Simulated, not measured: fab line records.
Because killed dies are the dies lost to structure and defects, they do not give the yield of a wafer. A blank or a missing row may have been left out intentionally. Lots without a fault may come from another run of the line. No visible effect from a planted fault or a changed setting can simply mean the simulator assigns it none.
A struck lot beside a sound one ; flow nand harc ; 17 steps out of a route of 1159
Sound: these wafers, L880.1, L880.5, L880.6. Wafers L864.1, L864.3, L864.5 were the ones struck. The cause is given at the end.
Each step with rows lists, per side, the tool, then ch with its chambers, then its first start. Under that, the readings that differ: sound wafers ; struck wafers ; difference of the means ; sigmas: that difference in standard deviations of wafers without a fault.
alike: readings whose means differ by less than 2 such deviations, and words and numbers that are the same on both sides. not compared: withheld readings, readings that some wafer has no value for, bounds like >300 that may hide the same value, and numbers for which the record gives no deviation and whose values overlap.
Wherever a step has rows on one side only, a row that says differs or no value, or a row with sigmas, the two part there. Numbers that don't overlap but have no deviation are shown without sigmas and don't part them. Lack of a reading on every wafer of one side parts them only where that side has two or more wafers.

first, 2 steps without rows for these wafers: NHARC_A_M1_DESCUM_14 (chemistry O2, time 3 s); NHARC_A_M1_ETCH_35 (etches the open film in N2/H2, target depth 40 nm, overetch 12 nm, time 43.94 s).
NHARC_A_M1_ETCH_15: etches the open film in C4F8/Ar, target depth 182.5 nm, time 91.2 s.
  sound on rie diel-13 ch 0,1,3; struck on rie diel-13 ch 0,3
  alike: oes product au, rf vpp V
  not compared: rf hours counter h
NHARC_A_M1_CD_MEAS_16:
  sound on cd sem-02, day 22 23:42; struck on cd sem-02, day 18 10:49
  alike: cd nm
NHARC_A_M1_STRIP_18: strips in N2/H2.
  sound on rie diel-08 ch 0,3, day 22 23:49; struck on rie diel-13 ch 1,2, day 18 10:55
  alike: drypump motor current A, oes product au, rf vpp V, showerhead plenum p Torr, throttle valve pct
  not compared: rf hours counter h
NHARC_A_M1_ETCH_28: etches the open film in CF4/N2, target depth 30 nm, time 72.99 s.
  sound on rie diel-08 ch 0,2,3; struck on rie diel-13 ch 0,1,2
  alike: drypump motor current A, oes product au, rf vpp V, showerhead plenum p Torr, throttle valve pct
  not compared: rf hours counter h
then, 1 step without rows for these wafers: NHARC_A_M1_STRIP_19 (strips in post etch residue remover, time 600 s).
NHARC_A_M1_DEGAS_29: time 60 s.
  sound on pvd sputter-03, day 23 00:27; struck on pvd sputter-02, day 18 11:34
  alike: heater power w
then, 2 steps without rows for these wafers: NHARC_A_M1_PRE_CLEAN_30 (time 30 s); NHARC_A_M1_PVD_20 (deposits TaN, target thk 5 nm, time 8.06 s).
NHARC_A_M1_PVD_21: deposits Cu, target thk 30 nm, time 20.49 s.
  sound on pvd sputter-03; struck on pvd sputter-02
  alike: throttle valve pct
NHARC_A_M1_ECD_22: material Cu, target thk 400 nm.
  sound on ecd cu-01 ch 0,1, day 23 00:47; struck on ecd cu-01 ch 0,1, day 18 11:55
  no value came back on the struck wafers for bath heat duty pct (%), bath temp c (C); on the sound wafers bath heat duty pct (%) reads 6.4 6.5 7.5
then, 1 step without rows for these wafers: NHARC_A_M1_ANNEAL_31 (time 90 s).
NHARC_A_M1_CMP_23: polishes, t overpolish 20 s, target thk 154.34 nm.
  sound on cmp-04 ch 0,1,3, day 23 01:36; struck on cmp-01 ch 0,1,3, day 18 12:43
reading;sound;struck;difference;sigmas
time to endpoint s (s);29.9 24.8 28.8;0.1 2.1 3.5;-25.9;-10
  alike: motor current A
NHARC_A_M1_THK_MEAS_24: measures by xrf.
  sound on film metro-02, day 23 01:50; struck on film metro-02, day 18 12:58
reading;sound;struck;difference;sigmas
thk nm (nm);157.1 155.4 155.2;30.0 29.4 30.5;-125.9;-90
then, 1 step without rows for these wafers: NHARC_A_M1_SRD_25.
NHARC_END_SORT_01:
  the record has rows for the sound wafers here (prober-01 ch 0, day 24 09:48) and none for the struck ones

## WHERE THEY PART
At NHARC_A_M1_ECD_22 first; at NHARC_END_SORT_01 last (within this record only).

WHY: what had been put in by the simulator
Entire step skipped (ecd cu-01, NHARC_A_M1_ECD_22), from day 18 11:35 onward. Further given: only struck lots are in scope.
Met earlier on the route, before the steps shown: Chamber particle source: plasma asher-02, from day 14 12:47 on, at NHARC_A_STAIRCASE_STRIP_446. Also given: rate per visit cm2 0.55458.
